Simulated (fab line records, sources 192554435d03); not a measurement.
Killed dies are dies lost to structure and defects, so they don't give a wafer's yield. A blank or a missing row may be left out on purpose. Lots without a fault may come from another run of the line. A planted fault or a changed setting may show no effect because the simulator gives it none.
Problem report in the 8D (eight disciplines) form, filled by code | flow n5_finfet | the parts of the form that need people (team, actions taken, sign-off) are left out

1. THE PROBLEM
spin_speed_rpm at N5_BEOL_M4_COAT_68 reads a mean of 1657.2 rpm on 9 wafers of 3 lots; wafers without a fault read 1499.8 rpm with a standard deviation of 0.96. That is +99 or more standard deviations from the usual mean.
The step: time 60 s, resist thk 12 nm.
First seen on wafer L257.2, day 10 23:25, on litho_track-01. The record holds 27 wafers of 9 lots with a number at this step. Rule for "out", or "out of limits": more than 4 standard deviations from the usual mean. The other wafers with a number count as sound.

2. WHAT IT IS AND WHAT IT IS NOT
question                    | is                     | is not
which readings at this step | spin_speed_rpm         | dispense_pressure_kPa
which lots                  | L256, L257, L259       | L243, L246, L247, L261, L263, L266
which wafers of those lots  | all that have a number | -
read on which tools         | litho_track-01         | litho_track-04, litho_track-05
when                        | from day 10 23:25      | up to then (9 sound wafers); but 9 sound wafers of L261, L263, L266 came after

3. SUSPECTS, AND WHAT RULES EACH OUT
Counting: a tool at a process step up to the reading stays a suspect if it ran every lot that is out and no sound lot after the first of them.
- litho_track-01 at N5_BEOL_M4_COAT_68 (time 60 s, resist thk 12 nm): kept. It ran every lot that is out, first L257 (day 10 23:25), and no sound lot after that; its last sound lot up to then is L247 (day 8 19:46). Its own readings are out on those wafers: spin_speed_rpm.
Left after counting: litho_track-01 at N5_BEOL_M4_COAT_68.

4. THE CAUSE (what the simulator had put in)
Process parameter drift: litho_track-01, from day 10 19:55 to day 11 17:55, at N5_BEOL_M4_COAT_68. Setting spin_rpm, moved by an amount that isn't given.
Counting left only this tool.

5. THE CHAIN OF EFFECTS, in route order
Each row: a reading whose mean over the struck wafers that have a number lies more than 3 standard deviations from the usual. Only readings for which the record gives a usual standard deviation are gone through. hours: the time from each lot's start at the first step in this table that gives one to its start at this step, as a median over the lots. sigmas: the change in usual standard deviations.
hours | step               | reading        | usual      | on struck wafers | change | sigmas
0     | N5_BEOL_M4_COAT_68 | spin_speed_rpm | 1499.8 rpm | 1657.2           | +157.4 | +99 or more
The process steps in it:
- N5_BEOL_M4_COAT_68: time 60 s, resist thk 12 nm.
Later measuring or inspecting steps at which every struck wafer that the step has a row for has a number for every such reading, and none has moved that far: N5_BEOL_M4_CD_MEAS_28, N5_BEOL_M4_RC_MEAS_101.

6. WHAT WOULD HAVE CAUGHT IT SOONER
In this record the first reading out of limits was taken at day 10 23:25, 4 hours after the fault began at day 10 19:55.
